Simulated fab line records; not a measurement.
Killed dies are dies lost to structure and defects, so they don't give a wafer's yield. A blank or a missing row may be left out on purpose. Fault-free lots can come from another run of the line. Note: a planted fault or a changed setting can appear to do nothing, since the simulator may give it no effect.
Matching of chambers + flow nand-harc + 4 sister chambers for NHARC_A_STAIRCASE_ETCH_170 on rie-diel-05
The step etches the open film in C4F6/O2, target depth 200 nm, time 66.667 s. 8 wafers are shown with their chamber, then 6 later ones without.

EACH WAFER AND ITS CHAMBER
| wafer  | chamber | drypump-motor-current-A (A) | showerhead-plenum-p-Torr (Torr) |
|--------|---------|-----------------------------|---------------------------------|
| L379.5 | 3       | 5.2                         | 3.78                            |
| L389.3 | 3       | 5.2                         | 3.76                            |
| L391.2 | 0       | 5.4                         | 3.96                            |
| L391.3 | 2       | 6.8                         | 3.86                            |
| L391.4 | 1       | 5.3                         | 3.75                            |
| L390.1 | 0       | 5.4                         | 3.97                            |
| L390.3 | 2       | 6.7                         | 3.86                            |
| L390.4 | 1       | 5.3                         | 3.75                            |

WAFERS MISSING THEIR CHAMBER
| wafer  | drypump-motor-current-A (A) | showerhead-plenum-p-Torr (Torr) |
|--------|-----------------------------|---------------------------------|
| L394.1 | 5.4                         | 3.96                            |
| L394.2 | 5.3                         | 3.74                            |
| L394.4 | 5.2                         | 3.75                            |
| L397.4 | 5.3                         | 3.74                            |
| L397.5 | 6.8                         | 3.85                            |
| L397.6 | 5.3                         | 3.75                            |

WHICH CHAMBER EACH WENT THROUGH
| wafer  | from the rows above     | in truth                   |
|--------|-------------------------|----------------------------|
| L394.1 | 0                       | 0                          |
| L394.2 | 1                       | 1                          |
| L394.4 | can't be placed: 3 or 1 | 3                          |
| L397.4 | 1                       | 1                          |
| L397.5 | 2                       | 2                          |
| L397.6 | 1                       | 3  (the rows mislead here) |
4 of 6 placed correctly. These rows do not allow placing 1 (true chamber among the candidates in 1). 1 placed wrongly.
How it was worked out, from the rows above alone: a wafer's distance from a chamber is the root of the sum, over the readings, of the square of ((its reading less the chamber's mean) divided by the reading's scatter). If the next closest chamber is less than 2 further off than the closest, the wafer can't be placed; otherwise it belongs to the closest. Each chamber's mean is taken over the wafers shown for it. The scatter is the square root of a quotient: the sum, over the shown wafers, of each reading's squared deviation from its chamber's mean, divided by wafers minus chambers.
